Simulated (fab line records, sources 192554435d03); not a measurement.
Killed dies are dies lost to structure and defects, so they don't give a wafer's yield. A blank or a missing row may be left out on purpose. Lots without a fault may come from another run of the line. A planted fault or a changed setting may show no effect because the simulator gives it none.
Split-lot experiment | flow n5_finfet | 7 lots, 39 wafers read, on a route of 1938 steps

THE SPLIT
At N5_DUMMY_GATE_ETCH_31 (etches SiO2 in C4F6/O2, target depth 82.5 nm, time 27.5 s), the setting target_depth_a was moved away from the recipe's 825 angstrom on 6 of the 39 wafers read, by -10.3% to -4.0%. The other wafers ran this setting at the recipe's value.

The reading is taken at the split's own step.

THE READING
SOC_of_DUMMY_GATE_COAT_34.thk_nm (the simulator's own value, which no gauge read), in nm, at N5_DUMMY_GATE_ETCH_31 (etches SiO2 in C4F6/O2, target depth 82.5 nm, time 27.5 s). The file gives no usual value for it. The 33 wafers here that ran the recipe average 51.7 nm, standard deviation 0.17 nm.

wafer  | tool, chamber at the split | target_depth_a as run, angstrom | against the recipe | SOC_of_DUMMY_GATE_COAT_34.thk_nm, nm | against lot-mates on the recipe
L075.1 | rie_diel-05, 0             | 825                             | recipe             | 51.6                                 | -
L075.2 | rie_diel-05, 2             | 825                             | recipe             | 51.8                                 | -
L075.3 | rie_diel-05, 3             | 825                             | recipe             | 51.8                                 | -
L075.4 | rie_diel-05, 2             | 825                             | recipe             | 51.8                                 | -
L075.5 | rie_diel-05, 0             | 825                             | recipe             | 51.6                                 | -
L075.6 | rie_diel-05, 3             | 825                             | recipe             | 52                                   | -
L081.1 | rie_diel-05, 2             | 825                             | recipe             | 51.8                                 | -
L081.2 | rie_diel-05, 3             | 825                             | recipe             | 51.8                                 | -
L081.3 | rie_diel-05, 1             | 825                             | recipe             | 51.6                                 | -
L081.4 | rie_diel-05, 0             | 825                             | recipe             | 51.6                                 | -
L081.5 | rie_diel-05, 2             | 825                             | recipe             | 51.8                                 | -
L081.6 | rie_diel-05, 1             | 825                             | recipe             | 51.4                                 | -
L082.1 | rie_diel-05, 0             | 825                             | recipe             | 51.4                                 | -
L082.2 | rie_diel-05, 3             | 791.8                           | -4.0%              | 52                                   | +0.5
L082.3 | rie_diel-05, 2             | 825                             | recipe             | 51.6                                 | -
L082.4 | rie_diel-05, 1             | 825                             | recipe             | 51.4                                 | -
L082.5 | rie_diel-05, 2             | 791.8                           | -4.0%              | 52                                   | +0.5
L082.6 | rie_diel-05, 3             | 791.8                           | -4.0%              | 52                                   | +0.5
L088.2 | rie_diel-05, 2             | 825                             | recipe             | 51.6                                 | -
L088.4 | rie_diel-05, 1             | 825                             | recipe             | 51.2                                 | -
L088.6 | rie_diel-05, 2             | 825                             | recipe             | 51.4                                 | -
L091.1 | rie_diel-04, 2             | 825                             | recipe             | 51.8                                 | -
L091.2 | rie_diel-04, 3             | 825                             | recipe             | 51.6                                 | -
L091.3 | rie_diel-04, 1             | 825                             | recipe             | 51.6                                 | -
L091.4 | rie_diel-04, 0             | 825                             | recipe             | 51.8                                 | -
L091.5 | rie_diel-04, 3             | 825                             | recipe             | 51.4                                 | -
L091.6 | rie_diel-04, 2             | 825                             | recipe             | 51.6                                 | -
L093.1 | rie_diel-03, 3             | 739.8                           | -10.3%             | 52.6                                 | +1.0
L093.2 | rie_diel-03, 1             | 739.8                           | -10.3%             | 52.6                                 | +1.0
L093.3 | rie_diel-03, 0             | 825                             | recipe             | 51.6                                 | -
L093.4 | rie_diel-03, 2             | 825                             | recipe             | 51.6                                 | -
L093.5 | rie_diel-03, 1             | 739.8                           | -10.3%             | 52.6                                 | +1.0
L093.6 | rie_diel-03, 0             | 825                             | recipe             | 51.6                                 | -
L095.1 | rie_diel-03, 1             | 825                             | recipe             | 51.8                                 | -
L095.2 | rie_diel-03, 2             | 825                             | recipe             | 51.8                                 | -
L095.3 | rie_diel-03, 3             | 825                             | recipe             | 51.8                                 | -
L095.4 | rie_diel-03, 0             | 825                             | recipe             | 51.8                                 | -
L095.5 | rie_diel-03, 0             | 825                             | recipe             | 51.8                                 | -
L095.6 | rie_diel-03, 1             | 825                             | recipe             | 51.8                                 | -

THE FIT
A straight line over all 39 wafers: SOC_of_DUMMY_GATE_COAT_34.thk_nm changes by -0.0909 nm for each +1% of target_depth_a; r = -0.85; the points scatter about the line by 0.16 nm.
The same after taking each lot's own level away (the mean of its wafers on the recipe; 39 wafers): -0.101 nm for each +1%; r = -0.93; scatter 0.12 nm.
On that fit, the largest move of target_depth_a shifts the reading by 1 nm.
The lots' own levels span 51.40 to 51.80 nm, that is 2.3 times the standard deviation above.
So the lot-to-lot level changes the slope little: the two slopes agree.
Check: with one of the wafers moved furthest among these (-10.3%) left out of the fit, the line predicts +1.07 nm for it against its lot-mates. It came out at +1 nm against them.

OTHER SPLITS ON THESE WAFERS
These wafers also went through other splits before the reading. Each is held against what the fit with the lots' levels taken away leaves over:
other split on the same wafers    | wafers away from the commonest value | r with SOC_of_DUMMY_GATE_COAT_34.thk_nm (lot level and that fit taken away)
N5_WELL_APT_IMPLANT_32 energy_kev | 15                                   | +0.19
N5_DUMMY_GATE_EXPOSE_12 dose_mj   | 15                                   | +0.26

THE WHOLE CHAIN: every reading that the file lists as answering this split, in the file's order
step                  | what it does                                              | reading                                                                           | change (the file's fit)               | r (the file's)
N5_DUMMY_GATE_ETCH_31 | etches SiO2 in C4F6/O2, target depth 82.5 nm, time 27.5 s | etch.depth_nm (the simulator's own value, which no gauge read)                    | +0.825 nm for each +1% of the setting | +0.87
N5_DUMMY_GATE_ETCH_31 | etches SiO2 in C4F6/O2, target depth 82.5 nm, time 27.5 s | SOC_of_DUMMY_GATE_COAT_34.thk_nm (the simulator's own value, which no gauge read) | -0.102 nm for each +1% of the setting | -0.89

THE FILE'S OWN FIT
SOC_of_DUMMY_GATE_COAT_34.thk_nm changes by -0.102 nm for each +1% of target_depth_a, r = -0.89.
